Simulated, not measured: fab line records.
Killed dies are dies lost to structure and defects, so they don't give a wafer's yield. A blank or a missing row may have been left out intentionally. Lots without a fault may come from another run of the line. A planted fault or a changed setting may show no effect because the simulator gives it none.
Problem report in the 8D (eight disciplines) form, filled by code + flow n5 finfet + the parts of the form that need people (team, actions taken, sign-off) are left out

## 1. THE ISSUE
At N5_BEOL_M6_ETCH_66, rf fwd power W averages 1036.8 W over 6 wafers from 2 lots, while fault-free wafers read 835.7 W, standard deviation 2.6. Relative to the usual mean, that is a shift of +77 standard deviations.
The step: etches SOC in N2/H2, target depth 80 nm, overetch 16 nm, time 120 s.
First seen on wafer L807.2, day 12 09:18, on rie diel-03. The record has a number at this step for 18 wafers belonging to 6 lots. The rule behind "out" and "out of limits": a value lying over 4 standard deviations away from the usual mean. Any other wafer with a number is counted as sound.

## 2. WHAT IT IS, AND WHAT IT ISN'T
| question                    | is                       | is not                                                                                                      |
|-----------------------------|--------------------------|-------------------------------------------------------------------------------------------------------------|
| which readings at this step | rf fwd power W, rf vpp V | bias w, drypump motor current A, n2 flow sccm, oes product au, showerhead plenum p Torr, throttle valve pct |
| which lots                  | L807, L809               | L791, L799, L800, L811                                                                                      |
| which wafers of those lots  | all that have a number   | -                                                                                                           |
| read on which tools         | rie diel-03              | rie diel-01, rie diel-04                                                                                    |
| when                        | from day 12 09:18        | up to then (9 sound wafers); but 3 sound wafers of L811 came after                                          |

## 3. WHAT RULES OUT EACH SUSPECT
Counting: any tool at a process step up to the reading is kept as a suspect provided that every lot that is out went through it and no sound lot did after the first of them.
- rie diel-03 at N5_BEOL_M6_DESCUM_33 (chemistry O2, time 7 s): kept. It ran every lot that is out, first L807 (day 12 09:13), and no sound lot after that; its last sound lot up to then is L800 (day 11 11:29).
- rie diel-03 at N5_BEOL_M6_ETCH_72 (etches underlayer in N2/H2, target depth 6.5 nm, time 5.2 s): kept. It ran every lot that is out, first L807 (day 12 09:15), and no sound lot after that; its last sound lot up to then is L800 (day 11 11:32).
- rie diel-03 at N5_BEOL_M6_ETCH_65 (etches SiARC in CF4, target depth 15.6 nm, time 26 s): kept. It ran every lot that is out, first L807 (day 12 09:16), and no sound lot after that; its last sound lot up to then is L800 (day 11 11:32).
- rie diel-03 at N5_BEOL_M6_ETCH_66 (etches SOC in N2/H2, target depth 80 nm, overetch 16 nm, time 120 s): kept. It ran every lot that is out, first L807 (day 12 09:18), and no sound lot after that; its last sound lot up to then is L800 (day 11 11:34). Its own readings are out on those wafers: rf fwd power W, rf vpp V.
Left after counting: rie diel-03 at N5_BEOL_M6_DESCUM_33, rie diel-03 at N5_BEOL_M6_ETCH_72, rie diel-03 at N5_BEOL_M6_ETCH_65, rie diel-03 at N5_BEOL_M6_ETCH_66.

## 4. THE CAUSE (what the simulator had put in)
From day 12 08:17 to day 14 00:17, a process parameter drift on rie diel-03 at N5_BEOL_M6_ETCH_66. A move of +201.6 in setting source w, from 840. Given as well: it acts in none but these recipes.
Counting leaves 4 suspects; this tool is one of them.

## 5. SEQUENCE OF EFFECTS, ordered by route
Each row: a reading where the mean over the struck wafers with a number is more than 3 standard deviations away from the usual. Scope: only readings with a usual standard deviation given in the record; hours: median across lots of the time from each lot's start at the first step in this table that gives one to its start at this step; sigmas: change in usual standard deviations.
| hours | step               | reading        | usual   | on struck wafers | change | sigmas |
|-------|--------------------|----------------|---------|------------------|--------|--------|
| 0     | N5_BEOL_M6_ETCH_66 | rf fwd power W | 835.7 W | 1036.8           | +201.1 | +77    |
| 0     | N5_BEOL_M6_ETCH_66 | rf vpp V       | 524.4 V | 488.0            | -36.4  | -16    |
It contains these process steps:
- N5_BEOL_M6_ETCH_66: etches SOC in N2/H2, target depth 80 nm, overetch 16 nm, time 120 s.

## 6. WHAT WOULD HAVE CAUGHT IT SOONER
In this record the first reading out of limits was taken at day 12 09:18, 1 hour after the fault began at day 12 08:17.
